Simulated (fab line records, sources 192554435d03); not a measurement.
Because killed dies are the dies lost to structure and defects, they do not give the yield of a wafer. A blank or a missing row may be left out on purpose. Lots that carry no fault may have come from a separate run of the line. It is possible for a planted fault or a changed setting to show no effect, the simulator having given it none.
Chamber matching / flow n5 finfet / pecvd-03 running N5_BEOL_M1_ILD_DEP_00: 3 sister chambers
The step deposits SiOC from DEMS/O2, target thk 79 nm, time 15.3 s. 6 wafers are shown with their chamber, then 11 later ones without.

WAFERS WITH THEIR CHAMBER
wafer=L090.3; chamber=1; heater power w (W)=377; throttle valve pct (%)=13.3
wafer=L090.4; chamber=2; heater power w (W)=648; throttle valve pct (%)=12.1
wafer=L091.2; chamber=0; heater power w (W)=359; throttle valve pct (%)=13.0
wafer=L091.4; chamber=0; heater power w (W)=359; throttle valve pct (%)=12.9
wafer=L091.6; chamber=2; heater power w (W)=603; throttle valve pct (%)=11.8
wafer=L093.1; chamber=1; heater power w (W)=389; throttle valve pct (%)=13.2

WAFERS WHOSE CHAMBER IS MISSING
wafer=L093.4; heater power w (W)=589; throttle valve pct (%)=12.0
wafer=L093.6; heater power w (W)=374; throttle valve pct (%)=12.8
wafer=L094.1; heater power w (W)=436; throttle valve pct (%)=13.2
wafer=L094.3; heater power w (W)=519; throttle valve pct (%)=11.9
wafer=L094.4; heater power w (W)=386; throttle valve pct (%)=12.9
wafer=L096.3; heater power w (W)=429; throttle valve pct (%)=13.5
wafer=L096.4; heater power w (W)=396; throttle valve pct (%)=12.7
wafer=L096.5; heater power w (W)=429; throttle valve pct (%)=13.7
wafer=L097.2; heater power w (W)=365; throttle valve pct (%)=12.5
wafer=L097.3; heater power w (W)=454; throttle valve pct (%)=13.3
wafer=L097.4; heater power w (W)=374; throttle valve pct (%)=12.9

WHICH CHAMBER EACH WENT THROUGH
wafer=L093.4; from the rows above=2; in truth=2
wafer=L093.6; from the rows above=can't be placed: 0 or 1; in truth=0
wafer=L094.1; from the rows above=can't be placed: 1 or 0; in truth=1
wafer=L094.3; from the rows above=2; in truth=2
wafer=L094.4; from the rows above=can't be placed: 0 or 1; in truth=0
wafer=L096.3; from the rows above=1; in truth=1
wafer=L096.4; from the rows above=can't be placed: 0 or 1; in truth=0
wafer=L096.5; from the rows above=1; in truth=1
wafer=L097.2; from the rows above=0; in truth=0
wafer=L097.3; from the rows above=can't be placed: 1 or 0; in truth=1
wafer=L097.4; from the rows above=can't be placed: 0 or 1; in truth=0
Correct placement for 5 of the 11. Cannot be placed on the basis of these rows: 6; the candidates contain the true chamber in 6. Number placed wrongly: 0.
How it was worked out, from the rows above alone: a wafer's distance from a chamber is the root of the sum, over the readings, of the square of ((its reading less the chamber's mean) divided by the reading's scatter). The wafer belongs to the nearest chamber; if the next one is less than 2 further off, it can't be placed. A chamber's mean is the mean of its shown wafers. The scatter: take each reading less its chamber's mean, square it, sum over the shown wafers, divide by the number of wafers less the number of chambers, and take the root.
